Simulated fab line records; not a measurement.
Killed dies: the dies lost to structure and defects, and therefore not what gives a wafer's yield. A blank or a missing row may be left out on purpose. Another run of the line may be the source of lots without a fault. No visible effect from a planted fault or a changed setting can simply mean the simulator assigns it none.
fab line records ; flow nandHarc
record lots=12; wafers=36; lastDay=33
route steps=1302 shown P_CONTACT@234 P_M0@273 END@1302
lots that met no fault: from a run of the same line without faults
startH: the number of hours between the record's first day and the start of the first shown wafer of the lot ; waitH: hours elapsed since this lot's preceding step ; " the same as in the row above ; L1.1+2: several wafers, shown together as one row ; - no value, or no start was given ; * or withheld: withheld ; < > ~ a bound
route shown NAME@n: names a module that has steps shown in the file, with the first one's number in the route ; usual: mean/standard deviation taken from wafers without a fault ; same: alike in all rows ; chamber/n: place in a boat ; sites: the reading at each site ; _std_site: standard deviation of those values ; _edge_site: outer sites' mean less inner sites' ; radiusMm: how far each site lies from the wafer's centre ; mask NAME#n: copy n ; behind: the tool/chamber that last shaped the wafer ; hold: why the lot was held/for how many hours/how that ended ; device: whichever transistor did not switch (one of n, p or np) ; end of line: the same wafers' tests at the end of the route ; a step with no rows: only its recipe ; killed: count of dies lost to structure and defects at first sort (not the wafer's yield) ; map: shows each die of a wafer: x if killed, . if not, _ if none is there
set.NAME: the setting as run; set.NAME@STEP: as run at that earlier step ; model.NAME: the simulator's own value behind a step, which no gauge read
one table for each step of the route and one row for each wafer, over a sample of lots
services: the hour from which a tool's chamber was out of use, counted from the record's first day as startH (under 0 if before that day), plus the number of hours and why
## steps
# step NHARC_P_CONTACT_INSPECT_14
# usual rawDefectCount=4.1/2.1
lot.wafer;tool;chamber;startH;waitH;rawDefectCount
L513.1;defectInspect-02;-;137.44;0.0;4
L513.2;defectInspect-02;-;137.44;0.0;5
L513.3;defectInspect-02;-;137.44;0.0;6
L514.1;defectInspect-01;-;144.84;0.0;7
L514.2;defectInspect-01;-;144.84;0.0;5
L514.6;defectInspect-01;-;144.84;0.0;4
L515.2;defectInspect-02;-;153.67;0.0;6
L515.3;defectInspect-02;-;153.67;0.0;10
L515.6;defectInspect-02;-;153.67;0.0;6
L522.2;defectInspect-02;-;226.34;0.0;8
L522.5;defectInspect-02;-;226.34;0.0;4
L522.6;defectInspect-02;-;226.34;0.0;8
L523.3;defectInspect-02;-;247.30;0.0;3
L523.4;defectInspect-02;-;247.30;0.0;1
L523.5;defectInspect-02;-;247.30;0.0;6
L525.3;defectInspect-01;-;260.67;0.0;7
L525.5;defectInspect-01;-;260.67;0.0;5
L525.6;defectInspect-01;-;260.67;0.0;5
L527.1;defectInspect-01;-;275.69;0.0;4
L527.2;defectInspect-01;-;275.69;0.0;4
L527.4;defectInspect-01;-;275.69;0.0;6
L530.1;defectInspect-02;-;303.70;0.0;4
L530.2;defectInspect-02;-;303.70;0.0;3
L530.4;defectInspect-02;-;303.70;0.0;4
L531.3;defectInspect-02;-;318.95;0.0;5
L531.4;defectInspect-02;-;318.95;0.0;1
L531.6;defectInspect-02;-;318.95;0.0;4
L532.1;defectInspect-01;-;323.15;0.0;6
L532.2;defectInspect-01;-;323.15;0.0;2
L532.4;defectInspect-01;-;323.15;0.0;6
L533.2;defectInspect-01;-;337.77;0.0;5
L533.3;defectInspect-01;-;337.77;0.0;3
L533.6;defectInspect-01;-;337.77;0.0;2
L534.2;defectInspect-01;-;345.04;0.0;3
L534.3;defectInspect-01;-;345.04;0.0;5
L534.4;defectInspect-01;-;345.04;0.0;4
# step NHARC_P_CONTACT_ETCH_31
# recipe targetDepthA=300; timeS=85.7; ionEnergyEv=120; overEtchFrac=1; ch3fFlowSccm=50; o2FlowSccm=30; arFlowSccm=200; rfW=500; biasW=100; chemistry=CH3F/O2
# usual ch3fFlowSccm=50.02/0.14; drypumpMotorCurrentA=5.9/0.5; oesProductAu=0.982/0.017; rfVppV=244.3/1.7; showerheadPlenumPTorr=2.46/0.11; throttleValvePct=20.664/0.0094
lot.wafer;tool;chamber;startH;waitH;ch3fFlowSccm;drypumpMotorCurrentA;oesProductAu;rfHoursCounterH;rfVppV;showerheadPlenumPTorr;throttleValvePct
L513.1;rieDiel-13;1;-;-;50.03;6.3;0.979;3.4;242.7;2.36;20.658
L513.2;rieDiel-13;2;-;-;50.03;6.1;0.992;3.5;245.2;2.48;20.669
L513.3;rieDiel-13;3;-;-;49.79;6.5;0.961;3.4;242.2;2.30;20.661
L514.2;rieDiel-07;0;-;-;49.79;5.9;0.989;0.8;242.1;2.30;20.665
L514.1;rieDiel-07;1;-;-;49.97;4.8;0.994;0.8;241.5;2.32;20.661
L514.6;rieDiel-07;1;-;-;50.05;4.8;0.991;-;242.2;2.32;20.645
L515.3;rieDiel-07;3;-;-;49.94;6.1;0.972;1.3;245.5;2.61;20.677
L515.2;rieDiel-07;1;-;-;50.08;4.8;0.983;1.3;243.4;2.32;20.658
L515.6;rieDiel-07;1;-;-;50.05;4.8;0.979;-;242.7;2.32;20.658
L522.2;rieDiel-13;1;-;-;50.08;6.4;0.952;1.7;241.3;2.36;20.664
L522.6;rieDiel-13;3;-;-;49.81;6.5;0.947;-;243.1;2.30;20.665
L522.5;rieDiel-13;0;-;-;50.09;5.8;0.953;-;244.7;2.45;20.654
L523.3;rieDiel-07;2;-;-;49.94;6.2;1.003;2.6;245.5;2.62;20.659
L523.4;rieDiel-07;0;-;-;50.06;6.0;0.993;6.3;242.3;2.29;20.659
L523.5;rieDiel-07;2;-;-;49.75;6.2;1.001;-;246.7;2.62;20.666
L525.3;rieDiel-07;0;-;-;49.86;6.0;0.988;7.4;241.9;2.29;20.648
L525.6;rieDiel-07;0;-;-;49.82;5.9;0.988;-;242.4;2.29;20.677
L525.5;rieDiel-07;1;-;-;50.32;4.8;0.983;-;243.2;2.32;20.668
L527.4;rieDiel-03;2;-;-;50.05;5.3;0.984;5.0;244.0;2.48;20.680
L527.2;rieDiel-03;3;-;-;50.24;6.5;0.982;5.1;246.2;2.64;20.647
L527.1;rieDiel-03;0;-;-;50.07;5.3;1.000;5.0;246.0;2.52;20.644
L530.2;rieDiel-07;2;-;-;50.19;6.2;0.984;0.3;246.8;2.62;20.662
L530.4;rieDiel-07;3;-;-;49.99;6.1;0.995;0.3;245.4;2.60;20.653
L530.1;rieDiel-07;1;-;-;49.90;4.8;0.977;0.3;243.1;2.32;20.652
L531.4;rieDiel-13;3;-;-;50.06;6.4;0.973;3.7;241.9;2.30;20.668
L531.3;rieDiel-13;2;-;-;50.03;6.1;0.980;3.6;245.3;2.48;20.657
L531.6;rieDiel-13;0;-;-;50.00;5.7;0.993;-;245.1;2.45;20.667
L532.2;rieDiel-03;3;-;-;50.23;6.5;0.984;1.0;246.4;2.64;20.666
L532.1;rieDiel-03;0;-;-;50.07;5.3;0.994;1.0;245.5;2.52;20.680
L532.4;rieDiel-03;1;-;-;49.98;6.0;0.996;1.0;244.9;2.46;20.673
L533.2;rieDiel-13;2;-;-;49.96;6.2;0.997;4.2;244.8;2.48;20.667
L533.3;rieDiel-13;3;-;-;50.06;6.4;0.980;4.3;242.5;2.30;20.673
L533.6;rieDiel-13;3;-;-;50.18;6.4;0.970;-;241.7;2.30;20.689
L534.4;rieDiel-03;0;-;-;50.03;5.3;0.987;1.9;247.0;2.52;20.677
L534.2;rieDiel-03;1;-;-;50.00;6.0;0.980;1.9;243.9;2.46;20.667
L534.3;rieDiel-03;2;-;-;50.00;5.3;0.972;1.7;243.2;2.48;20.684
# step NHARC_P_M0_PRE_CLEAN_29
# recipe timeS=30; tempC=280; gas=H2/He
# usual heaterPowerW=414/33
lot.wafer;tool;chamber;startH;waitH;heaterPowerW
L513.1;pvdSputter-01;-;-;-;425
L513.2;pvdSputter-01;-;-;-;467
L513.3;pvdSputter-01;-;-;-;429
L514.2;pvdSputter-02;-;-;-;386
L514.1;pvdSputter-02;-;-;-;435
L514.6;pvdSputter-02;-;-;-;410
L515.3;pvdSputter-03;-;-;-;473
L515.2;pvdSputter-03;-;-;-;384
L515.6;pvdSputter-03;-;-;-;385
L522.2;pvdSputter-03;-;-;-;369
L522.6;pvdSputter-03;-;-;-;369
L522.5;pvdSputter-03;-;-;-;369
L523.3;pvdSputter-01;-;-;-;434
L523.4;pvdSputter-01;-;-;-;456
L523.5;pvdSputter-01;-;-;-;460
L525.3;pvdSputter-02;-;-;-;387
L525.5;pvdSputter-02;-;-;-;404
L525.6;pvdSputter-02;-;-;-;398
L527.1;pvdSputter-03;-;-;-;445
L527.2;pvdSputter-03;-;-;-;367
L527.4;pvdSputter-03;-;-;-;363
L530.2;pvdSputter-01;-;-;-;424
L530.1;pvdSputter-01;-;-;-;419
L530.4;pvdSputter-01;-;-;-;462
L531.3;pvdSputter-02;-;-;-;426
L531.4;pvdSputter-02;-;-;-;421
L531.6;pvdSputter-02;-;-;-;372
L532.1;pvdSputter-02;-;-;-;422
L532.4;pvdSputter-02;-;-;-;363
L532.2;pvdSputter-02;-;-;-;424
L533.2;pvdSputter-02;-;-;-;413
L533.3;pvdSputter-02;-;-;-;427
L533.6;pvdSputter-02;-;-;-;371
L534.4;pvdSputter-02;-;-;-;370
L534.3;pvdSputter-02;-;-;-;419
L534.2;pvdSputter-02;-;-;-;404
# step NHARC_P_M0_ECD_22
# recipe targetThkA=4000; bathTempC=25; material=Cu
lot.wafer;tool;chamber;startH;waitH
L513.1+2+3;ecdCu-02;1,0,1;143.54;-
L514.1+2+6;ecdCu-02;1,0,0;151.03;-
L515.2+3+6;ecdCu-01;0,0,1;159.40;-
L522.2+6+5;ecdCu-02;0,0,1;231.82;-
L523.4+3+5;ecdCu-01;1,0,0;252.93;-
L525.3+5+6;ecdCu-02;1,1,0;266.22;-
L527.1+2+4;ecdCu-01;0,1,0;281.86;-
L530.2+1+4;ecdCu-01;0,1,1;309.29;-
L531.4+3+6;ecdCu-02;1,0,0;324.82;-
L532.2+1+4;ecdCu-02;0,1,1;328.56;-
L533.2+3+6;ecdCu-02;0,0,1;343.43;-
L534.2+3+4;ecdCu-02;1,0,1;350.64;-
# step NHARC_P_M0_CMP_23
# recipe tOverpolishS=20; targetThkNm=117.54
# usual motorCurrentA=11.7/1.4; retainingRingPressureFrac=1.000/0.0053; timeToEndpointS=28.8/2.6
lot.wafer;tool;chamber;startH;waitH;motorCurrentA;retainingRingPressureFrac;timeToEndpointS
L513.3;cmp-01;2;144.30;-;12.7;1.014;28.0
L513.1;cmp-01;3;144.30;-;13.0;1.001;31.6
L513.2;cmp-01;0;144.30;-;12.4;0.997;30.9
L514.2;cmp-01;1;151.78;-;9.8;1.004;27.5
L514.1;cmp-01;3;151.78;-;12.1;0.996;29.2
L514.6;cmp-01;1;151.78;-;10.1;1.002;24.8
L515.2;cmp-04;3;160.07;-;12.2;0.991;28.3
L515.3;cmp-04;2;160.07;-;11.5;0.996;28.0
L515.6;cmp-04;3;160.07;-;12.6;0.990;28.0
L522.2;cmp-01;2;232.60;-;12.7;0.994;47.4
L522.5;cmp-01;0;232.60;-;12.5;1.002;49.8
L522.6;cmp-01;1;232.60;-;10.1;1.006;27.7
L523.3;cmp-02;0;253.55;-;11.9;0.998;27.6
L523.4;cmp-02;1;253.55;-;12.1;1.000;33.4
L523.5;cmp-02;0;253.55;-;11.9;0.996;29.3
L525.3;cmp-01;3;266.93;-;13.3;0.998;29.7
L525.5;cmp-01;0;266.93;-;11.3;1.002;51.1
L525.6;cmp-01;1;266.93;-;10.2;1.000;27.8
L527.2;cmp-04;3;282.58;-;12.9;0.990;26.3
L527.1;cmp-04;0;282.58;-;8.2;1.006;22.7
L527.4;cmp-04;2;282.58;-;11.5;0.994;26.6
L530.1;cmp-01;3;310.05;-;12.4;0.998;29.7
L530.2;cmp-01;0;310.05;-;13.5;1.006;28.6
L530.4;cmp-01;1;310.05;-;9.8;0.999;26.7
L531.4;cmp-02;3;325.50;-;13.6;0.997;31.0
L531.3;cmp-02;1;325.50;-;12.4;0.994;30.0
L531.6;cmp-02;2;325.50;-;11.5;0.991;31.7
L532.4;cmp-02;3;329.29;-;13.2;1.003;31.9
L532.1;cmp-02;1;329.29;-;12.1;1.001;31.1
L532.2;cmp-02;2;329.29;-;11.2;0.998;31.6
L533.3;cmp-01;1;344.17;-;9.9;0.994;29.3
L533.2;cmp-01;2;344.17;-;13.1;0.996;27.8
L533.6;cmp-01;3;344.17;-;12.9;0.993;29.1
L534.3;cmp-01;2;351.31;-;12.5;1.002;31.3
L534.4;cmp-01;0;351.31;-;12.5;1.000;30.6
L534.2;cmp-01;1;351.31;-;9.2;0.993;27.3
# step NHARC_END_SORT_01
# recipe tempC=25
# usual defectLimitedYield=90/3.8; killedAtArray=61/26; killedAtOther=0.8/1.1; killedAtPeriphery=4.0/2.6; killedDies=66/26; killedOpen=3.1/1.7; killedShort=2.5/1.5
# same grossDies=677
lot.wafer;tool;chamber;startH;waitH;defectLimitedYield[%];killedAtArray;killedAtOther;killedAtPeriphery;killedDies;killedOpen;killedShort
L525.5;prober-02;0;713.79;3.7;84;104;0;5;109;4;1
L527.1;prober-02;0;726.22;2.5;86;87;2;4;93;4;2
L527.2;prober-02;0;727.01;2.8;87;83;1;2;86;5;4
L527.4;prober-02;0;728.59;3.4;87;88;0;3;91;2;6
# killed by level:class
L525.5 A_SLIT:chamberFilmFlake=36 A_CHANNEL_HOLE_D2:chamberFilmFlake=29 A_CHANNEL_HOLE_D1:chamberFilmFlake=24 A_CONTACT:chamberFilmFlake=7 A_WL_FILL:geometricParticle:open=2 P_GATE:chamberFilmFlake=2 A_CHANNEL_FILL_D1:chamberFilmFlake=2 P_GATE:geometricParticle:open=1
L527.1 A_SLIT:chamberFilmFlake=30 A_CHANNEL_HOLE_D1:chamberFilmFlake=27 A_CHANNEL_HOLE_D2:chamberFilmFlake=14 A_STAIRCASE:chamberFilmFlake=7 P_ZERO_WELL:chamberFilmFlake=2 A_ZERO_WELL:chamberFilmFlake=2 A_CHANNEL_FILL_D1:chamberFilmFlake=2 THIN_TSV:chamberFilmFlake=2
L527.2 A_CHANNEL_HOLE_D1:chamberFilmFlake=34 A_SLIT:chamberFilmFlake=28 A_CHANNEL_HOLE_D2:chamberFilmFlake=12 A_CHANNEL_FILL_D2:geometricParticle:short=2 A_SGD_CUT:geometricParticle:open=2 P_CONTACT:geometricParticle:short=1 P_M2:geometricParticle:open=1 A_CHANNEL_HOLE_D2:geometricParticle:open=1
L527.4 A_CHANNEL_HOLE_D1:chamberFilmFlake=34 A_SLIT:chamberFilmFlake=32 A_CHANNEL_HOLE_D2:chamberFilmFlake=10 A_ONON_D1:geometricParticle:short=2 A_ONON_D2:geometricParticle:short=2 A_CHANNEL_FILL_D1:chamberFilmFlake=2 A_STAIRCASE:chamberFilmFlake=2 P_CONTACT:geometricParticle:short=1
## services
tool;chamber;startH;hours;kind
rieDiel-07;2;117.14;5.9;repair
rieDiel-07;-;117.20;9.0;pm
rieDiel-07;2;131.06;35.1;repair
ecdCu-01;-;141.98;4.4;repair
rieDiel-07;3;146.32;6.7;repair
ecdCu-01;-;160.00;8.0;pm
rieDiel-13;2;164.65;5.0;repair
rieDiel-13;-;165.00;9.0;pm
pvdSputter-02;-;169.53;5.6;repair
rieDiel-13;2;179.09;7.3;repair
rieDiel-07;2;184.54;11.3;repair
cmp-01;-;185.50;4.0;pm
ecdCu-02;-;196.39;0.7;repair
rieDiel-07;2;210.74;13.1;repair
rieDiel-13;3;228.61;31.7;repair
pvdSputter-02;-;238.18;2.4;repair
ecdCu-02;-;244.00;8.0;pm
ecdCu-02;-;252.25;0.8;repair
cmp-01;-;258.19;1.1;repair
pvdSputter-02;-;282.01;10.0;pm
cmp-01;-;283.50;4.0;pm
rieDiel-07;-;294.20;9.0;pm
cmp-01;-;332.68;0.9;repair
ecdCu-02;-;341.81;0.3;repair
## key
firstSign step=NHARC_P_M0_CMP_23; reading=timeToEndpointS; direction=up; sigmas=7.9; usual=*; struck=*
effect none on later readings
metAt NHARC_P_M0_ECD_22
struckLots L522,L525
struckWafers L522.2,L522.5,L525.5
notActingAt NHARC_P_CONTACT_INSPECT_14,NHARC_P_CONTACT_ETCH_31,NHARC_P_M0_PRE_CLEAN_29
onsetBetween 151.03 231.82
fault kind=processParameterDrift; tool=ecdCu-02; chamber=-; onsetH=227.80; steps=NHARC_P_M0_ECD_22; channel=targetThkA; offset=*; shape=step; endH=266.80; scope=struckWafersOnly; actsIn=*; stated=*
